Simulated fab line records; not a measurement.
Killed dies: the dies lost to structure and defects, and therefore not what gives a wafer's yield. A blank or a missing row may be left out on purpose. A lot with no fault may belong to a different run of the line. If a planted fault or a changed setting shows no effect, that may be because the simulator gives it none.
Which tool was responsible? || flow n5 finfet || Sampling: 10 lots, 30 wafers, 4 of 1938 route steps

== WHAT EACH GAUGE READ, for each wafer ==
N5_BEOL_M9_CD_MEAS_28: the cd target is 70 nm.
{"lot": "L939", "measured": "day 10 05:41", "on": "cd sem-01", "cd nm (nm)": "70.13 70.40 70.21"}
{"lot": "L938", "measured": "day 10 05:52", "on": "cd sem-01", "cd nm (nm)": "69.83 69.48 69.99"}
{"lot": "L942", "measured": "day 10 15:47", "on": "cd sem-01", "cd nm (nm)": "70.21 70.11 70.32"}
{"lot": "L945", "measured": "day 11 14:19", "on": "cd sem-01", "cd nm (nm)": "69.81 69.64 69.76"}
{"lot": "L950", "measured": "day 13 00:40", "on": "cd sem-03", "cd nm (nm)": "69.81 69.69 69.72"}
{"lot": "L952", "measured": "day 13 10:25", "on": "cd sem-03", "cd nm (nm)": "68.08 68.25 68.25"}
{"lot": "L953", "measured": "day 14 07:34", "on": "cd sem-03", "cd nm (nm)": "69.13 68.82 68.80"}
{"lot": "L955", "measured": "day 14 10:49", "on": "cd sem-02", "cd nm (nm)": "69.20 69.23 68.94"}
{"lot": "L956", "measured": "day 14 14:03", "on": "cd sem-03", "cd nm (nm)": "69.02 69.42 69.33"}
{"lot": "L958", "measured": "day 15 15:58", "on": "cd sem-03", "cd nm (nm)": "69.63 69.67 69.80"}

== EACH LOT AND THE TOOL THAT RAN IT (in order: tool; ch and the chambers of the sampled wafers; start) ==
{"lot": "L939", "N5_BEOL_M9_HM_DEP_02": "pvd sputter-01, day 10 02:01", "N5_BEOL_M9_DESCUM_16": "rie diel-05 ch 1,2,3, day 10 02:37", "N5_BEOL_M9_EXPOSE_25": "euv scanner-01 ch 0, day 10 05:34"}
{"lot": "L938", "N5_BEOL_M9_HM_DEP_02": "pvd sputter-01, day 10 02:07", "N5_BEOL_M9_DESCUM_16": "rie diel-03 ch 1,2,3, day 10 02:47", "N5_BEOL_M9_EXPOSE_25": "euv scanner-02 ch 0, day 10 05:44"}
{"lot": "L942", "N5_BEOL_M9_HM_DEP_02": "pvd sputter-02, day 10 14:08", "N5_BEOL_M9_DESCUM_16": "rie diel-05 ch 0,1,3, day 10 14:44", "N5_BEOL_M9_EXPOSE_25": "euv scanner-01 ch 0, day 10 15:39"}
{"lot": "L945", "N5_BEOL_M9_HM_DEP_02": "pvd sputter-03, day 11 12:01", "N5_BEOL_M9_DESCUM_16": "rie diel-03 ch 0,1,3, day 11 13:19", "N5_BEOL_M9_EXPOSE_25": "euv scanner-01 ch 0, day 11 14:11"}
{"lot": "L950", "N5_BEOL_M9_HM_DEP_02": "pvd sputter-01, day 12 23:03", "N5_BEOL_M9_DESCUM_16": "rie diel-05 ch 0,1,3, day 12 23:41", "N5_BEOL_M9_EXPOSE_25": "euv scanner-02 ch 0, day 13 00:32"}
{"lot": "L952", "N5_BEOL_M9_HM_DEP_02": "pvd sputter-01, day 13 07:02", "N5_BEOL_M9_DESCUM_16": "rie diel-05 ch 1,3, day 13 07:37", "N5_BEOL_M9_EXPOSE_25": "euv scanner-02 ch 0, day 13 10:17"}
{"lot": "L953", "N5_BEOL_M9_HM_DEP_02": "pvd sputter-02, day 14 03:00", "N5_BEOL_M9_DESCUM_16": "rie diel-03 ch 1,2, day 14 03:35", "N5_BEOL_M9_EXPOSE_25": "euv scanner-02 ch 0, day 14 07:26"}
{"lot": "L955", "N5_BEOL_M9_HM_DEP_02": "pvd sputter-02, day 14 08:29", "N5_BEOL_M9_DESCUM_16": "rie diel-02 ch 0,2,3, day 14 09:13", "N5_BEOL_M9_EXPOSE_25": "euv scanner-02 ch 0, day 14 10:41"}
{"lot": "L956", "N5_BEOL_M9_HM_DEP_02": "pvd sputter-01, day 14 11:56", "N5_BEOL_M9_DESCUM_16": "rie diel-02 ch 0,1,3, day 14 12:24", "N5_BEOL_M9_EXPOSE_25": "euv scanner-02 ch 0, day 14 13:55"}
{"lot": "L958", "N5_BEOL_M9_HM_DEP_02": "pvd sputter-02, day 15 13:20", "N5_BEOL_M9_DESCUM_16": "rie diel-02 ch 2,3, day 15 13:56", "N5_BEOL_M9_EXPOSE_25": "euv scanner-01 ch 0, day 15 15:50"}
- N5_BEOL_M9_HM_DEP_02: deposits TiN, target thk 20 nm.
- N5_BEOL_M9_DESCUM_16: chemistry O2, time 7.9 s.
- N5_BEOL_M9_EXPOSE_25: exposes mask V8.

== AS READ BY THE TOOLS THEMSELVES (means over the sampled wafers that have a number; for cases with no such wafer, the mark the record gives instead) ==
N5_BEOL_M9_HM_DEP_02.
{"lot": "L939", "tool": "pvd sputter-01", "throttle valve pct (%)": 30.3}
{"lot": "L938", "tool": "pvd sputter-01", "throttle valve pct (%)": 30.2}
{"lot": "L942", "tool": "pvd sputter-02", "throttle valve pct (%)": 29.8}
{"lot": "L945", "tool": "pvd sputter-03", "throttle valve pct (%)": 30.0}
{"lot": "L950", "tool": "pvd sputter-01", "throttle valve pct (%)": 29.9}
{"lot": "L952", "tool": "pvd sputter-01", "throttle valve pct (%)": 30.1}
{"lot": "L953", "tool": "pvd sputter-02", "throttle valve pct (%)": 30.8}
{"lot": "L955", "tool": "pvd sputter-02", "throttle valve pct (%)": 29.3}
{"lot": "L956", "tool": "pvd sputter-01", "throttle valve pct (%)": 30.1}
{"lot": "L958", "tool": "pvd sputter-02", "throttle valve pct (%)": 30.3}

N5_BEOL_M9_DESCUM_16.
{"lot": "L939", "tool": "rie diel-05", "drypump motor current A (A)": 5.6, "oes product au (a.u.)": 0.71, "rf vpp V (V)": 242.7, "showerhead plenum p Torr (Torr)": 2.05, "throttle valve pct (%)": 20.55}
{"lot": "L938", "tool": "rie diel-03", "drypump motor current A (A)": 5.2, "oes product au (a.u.)": 0.81, "rf vpp V (V)": 244.0, "showerhead plenum p Torr (Torr)": 2.10, "throttle valve pct (%)": 20.33}
{"lot": "L942", "tool": "rie diel-05", "drypump motor current A (A)": 5.6, "oes product au (a.u.)": 0.70, "rf vpp V (V)": 244.0, "showerhead plenum p Torr (Torr)": 2.07, "throttle valve pct (%)": 20.55}
{"lot": "L945", "tool": "rie diel-03", "drypump motor current A (A)": 5.4, "oes product au (a.u.)": 0.76, "rf vpp V (V)": 242.4, "showerhead plenum p Torr (Torr)": 2.09, "throttle valve pct (%)": 20.37}
{"lot": "L950", "tool": "rie diel-05", "drypump motor current A (A)": 5.6, "oes product au (a.u.)": 0.78, "rf vpp V (V)": 243.6, "showerhead plenum p Torr (Torr)": 2.06, "throttle valve pct (%)": 20.47}
{"lot": "L952", "tool": "rie diel-05", "drypump motor current A (A)": 5.3, "oes product au (a.u.)": 0.71, "rf vpp V (V)": 242.8, "showerhead plenum p Torr (Torr)": 2.04, "throttle valve pct (%)": 20.51}
{"lot": "L953", "tool": "rie diel-03", "drypump motor current A (A)": 5.0, "oes product au (a.u.)": 0.82, "rf vpp V (V)": 243.2, "showerhead plenum p Torr (Torr)": 2.12, "throttle valve pct (%)": 20.35}
{"lot": "L955", "tool": "rie diel-02", "drypump motor current A (A)": 5.6, "oes product au (a.u.)": 0.77, "rf vpp V (V)": 244.2, "showerhead plenum p Torr (Torr)": 2.15, "throttle valve pct (%)": 20.37}
{"lot": "L956", "tool": "rie diel-02", "drypump motor current A (A)": 5.7, "oes product au (a.u.)": 0.80, "rf vpp V (V)": 243.8, "showerhead plenum p Torr (Torr)": 2.16, "throttle valve pct (%)": 20.25}
{"lot": "L958", "tool": "rie diel-02", "drypump motor current A (A)": 5.6, "oes product au (a.u.)": 0.71, "rf vpp V (V)": 243.9, "showerhead plenum p Torr (Torr)": 2.13, "throttle valve pct (%)": 20.56}

N5_BEOL_M9_EXPOSE_25.
{"lot": "L939", "tool": "euv scanner-01", "exposure dose mJ cm2": 37.25, "reticle temp C (C)": 22.98}
{"lot": "L938", "tool": "euv scanner-02", "exposure dose mJ cm2": 37.26, "reticle temp C (C)": 23.07}
{"lot": "L942", "tool": "euv scanner-01", "exposure dose mJ cm2": 37.28, "reticle temp C (C)": 23.09}
{"lot": "L945", "tool": "euv scanner-01", "exposure dose mJ cm2": 37.26, "reticle temp C (C)": 22.95}
{"lot": "L950", "tool": "euv scanner-02", "exposure dose mJ cm2": 37.32, "reticle temp C (C)": 23.05}
{"lot": "L952", "tool": "euv scanner-02", "exposure dose mJ cm2": 35.18, "reticle temp C (C)": 23.13}
{"lot": "L953", "tool": "euv scanner-02", "exposure dose mJ cm2": 35.60, "reticle temp C (C)": 22.96}
{"lot": "L955", "tool": "euv scanner-02", "exposure dose mJ cm2": 35.95, "reticle temp C (C)": 23.03}
{"lot": "L956", "tool": "euv scanner-02", "exposure dose mJ cm2": 36.23, "reticle temp C (C)": 23.06}
{"lot": "L958", "tool": "euv scanner-01", "exposure dose mJ cm2": 37.30, "reticle temp C (C)": 22.97}

== THE ANSWER, worked out from the rows above alone ==
Rule: what is usual is taken from the lots themselves. The widest of any qualifying gaps counts: lots, ordered by their means at a reading, are off when they make up no more than a third of the lots, leave a main group of 4 or more, and stand apart from it by 3 or more times the standard deviation of that group's means. A main group is skipped when, at the precision printed for the reading in the tables above, its means are all equal. Also off: a lot with no number at a reading for which 4 or more lots have one. The other lots that the step has rows for count as sound. The gauges are gone through in route order, then the tools' own readings, and for those a lot's mean is taken as printed above. The first step at which some lot is off is used, and at that step the reading that is off furthest; a lot without a number counts as furthest.
Nothing can be told from this: no lot is off at any reading shown.

== WHAT HAD BEEN PUT IN BY THE SIMULATOR ==
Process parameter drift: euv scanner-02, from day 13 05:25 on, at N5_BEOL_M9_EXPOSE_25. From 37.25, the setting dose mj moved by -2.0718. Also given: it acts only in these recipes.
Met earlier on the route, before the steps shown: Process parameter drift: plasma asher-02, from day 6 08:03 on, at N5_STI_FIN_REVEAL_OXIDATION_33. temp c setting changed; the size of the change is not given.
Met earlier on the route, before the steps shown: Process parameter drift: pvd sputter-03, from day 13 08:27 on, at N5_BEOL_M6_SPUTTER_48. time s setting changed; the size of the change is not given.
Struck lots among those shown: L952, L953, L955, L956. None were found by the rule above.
